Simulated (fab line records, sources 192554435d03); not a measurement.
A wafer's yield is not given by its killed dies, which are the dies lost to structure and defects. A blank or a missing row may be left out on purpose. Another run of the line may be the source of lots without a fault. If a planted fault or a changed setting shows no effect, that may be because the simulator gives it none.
Struck lot and sound lot, side by side | flow n5Finfet | 15 steps out of a route of 1938
Sound: these wafers, L874.1, L874.3, L874.5. Wafers struck: L890.3, L890.4, L890.5. The cause comes at the end.
Each step with rows lists, per side, the tool, then ch with its chambers, then its first start. Under that, the readings that differ: sound wafers | struck wafers | difference of the means | sigmas: that difference in standard deviations of wafers without a fault.
alike: readings whose means differ by less than 2 such deviations, and words and numbers that are the same on both sides. not compared: withheld readings, readings that some wafer has no value for, bounds like >300 that may hide the same value, and numbers for which the record gives no deviation and whose values overlap.
The two part at a step that has a row with sigmas, a row that says differs or no value, or rows on one side only. When numbers do not overlap yet have no deviation, they are printed without sigmas and do not part them. Lack of a reading on every wafer of one side parts them only where that side has two or more wafers.

N5_BEOL_M1_SPUTTER_92: material Cu, target thk 4.5 nm, time 8.29 s.
  sound on pvdSputter-02, day 7 00:07; struck on pvdSputter-01, day 10 21:28
  alike: chamberPressurePa, chuckGasFlowSccm, throttleValvePct
then, 2 steps without rows for these wafers: N5_BEOL_M1_ANNEAL_93 (time 240 s); N5_BEOL_M1_SPUTTER_94 (material Cu, target thk 4.5 nm, time 8.29 s).
N5_BEOL_M1_ANNEAL_95: time 240 s.
  sound on pvdSputter-02, day 7 00:25; struck on pvdSputter-01, day 10 21:46
  alike: heaterPowerW
N5_BEOL_M1_SPUTTER_96: material Cu, target thk 4.5 nm, time 8.29 s.
  sound on pvdSputter-02, day 7 00:33; struck on pvdSputter-01, day 10 21:55
  alike: chamberPressurePa, chuckGasFlowSccm, throttleValvePct
then, 1 step without rows for these wafers: N5_BEOL_M1_ECD_50 (material Cu, target thk 300 nm).
N5_BEOL_M1_ANNEAL_51: time 90 s.
  sound on rtpAnneal-02 ch 0, day 7 00:53; struck on rtpAnneal-01 ch 0, day 10 22:11
  alike: wafer_temp_C_max
then, 1 step without rows for these wafers: N5_BEOL_M1_CMP_52 (polishes, stops on SiOC, t overpolish 6.8 s, target thk 40 nm).
N5_BEOL_M1_THK_MEAS_53: measures by xrf.
  sound on filmMetro-02, day 7 01:29; struck on filmMetro-02, day 10 22:42
  alike: M1_THK
N5_BEOL_M1_PRE_CLEAN_60: time 15 s.
  sound on cvdCo-02 ch 1,2, day 7 01:31; struck on cvdCo-01 ch 0,1,2, day 10 22:44
  alike: heaterPowerW
  not compared: sinceWetCleanH
then, 2 steps without rows for these wafers: N5_BEOL_M1_CO_CAP_55 (material Co, precursor CCTBA/H2, target thk 2 nm, time 102.1 s); N5_BEOL_M1_PRE_CLEAN_56 (time 15 s).
N5_BEOL_M1_DEP_57: deposits SiCN from 3MS/NH3, target thk 8 nm, time 14 s.
  sound on pecvd-02 ch 0,1, day 7 01:41; struck on pecvd-02 ch 0,2, day 10 22:53
  no value came back on the struck wafers for chamberPressureTorr (Torr), rfFwdPowerW (W), showerheadPlenumPTorr (Torr), throttleValvePct (%); on the sound wafers chamberPressureTorr (Torr) reads 3.004 2.987 2.992
  not compared: sinceWetCleanH
N5_BEOL_M4_RC_MEAS_101:
  the record has rows for the sound wafers here (prober-01 ch 0, day 11 02:20) and none for the struck ones
N5_PASSIVATION_PROBE_49:
  the record holds rows for the sound wafers here (prober-02, day 15 05:04) but none for the struck ones

WHERE THEY PART
At N5_BEOL_M1_DEP_57 first; at N5_PASSIVATION_PROBE_49 last (within this record only).

WHY: what the simulator had put in
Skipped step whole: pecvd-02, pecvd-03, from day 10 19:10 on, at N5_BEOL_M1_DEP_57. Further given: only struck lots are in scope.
